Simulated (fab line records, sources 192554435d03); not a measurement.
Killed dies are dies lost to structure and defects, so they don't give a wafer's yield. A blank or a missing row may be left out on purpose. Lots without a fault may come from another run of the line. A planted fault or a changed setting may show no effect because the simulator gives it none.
Chamber matching | flow n5_finfet | N5_BEOL_M6_ETCH_65 on rie_diel-06: 4 sister chambers
The step etches SiARC in CF4, target depth 15.6 nm, time 26 s. 8 wafers are shown with their chamber, then 7 later ones without.

WAFERS WITH THEIR CHAMBER
wafer  | chamber | showerhead_plenum_p_Torr (Torr) | oes_product_au (a.u.)
L082.2 | 3       | 2.23                            | 0.65
L085.2 | 0       | 2.21                            | 0.64
L085.5 | 2       | 2.03                            | 0.59
L085.6 | 3       | 2.23                            | 0.66
L086.1 | 0       | 2.21                            | 0.63
L086.5 | 1       | 2.12                            | 0.79
L089.2 | 2       | 2.02                            | 0.59
L089.4 | 1       | 2.12                            | 0.78

WAFERS WITHOUT THEIR CHAMBER
wafer  | showerhead_plenum_p_Torr (Torr) | oes_product_au (a.u.)
L089.6 | 2.02                            | 0.59
L091.4 | 2.23                            | 0.64
L091.5 | 2.02                            | 0.58
L091.6 | 2.12                            | 0.77
L093.1 | 2.20                            | 0.61
L093.3 | 2.22                            | 0.64
L093.4 | 2.20                            | 0.61

WHICH CHAMBER EACH WENT THROUGH
wafer  | from the rows above     | in truth
L089.6 | 2                       | 2
L091.4 | 3                       | 3
L091.5 | 2                       | 2
L091.6 | 1                       | 1
L093.1 | 0                       | 0
L093.3 | can't be placed: 0 or 3 | 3
L093.4 | 0                       | 0
Placed correctly: 6 of 7. Can't be placed from these rows: 1 (the true chamber is among the candidates in 1). Placed wrongly: 0.
How it was worked out, from the rows above alone: a wafer's distance from a chamber is the root of the sum, over the readings, of the square of ((its reading less the chamber's mean) divided by the reading's scatter). The wafer belongs to the nearest chamber; if the next one is less than 2 further off, it can't be placed. A chamber's mean is the mean of its shown wafers. The scatter: the root of (the sum of the squares of (reading less its chamber's mean) over the shown wafers, divided by (wafers less chambers)).
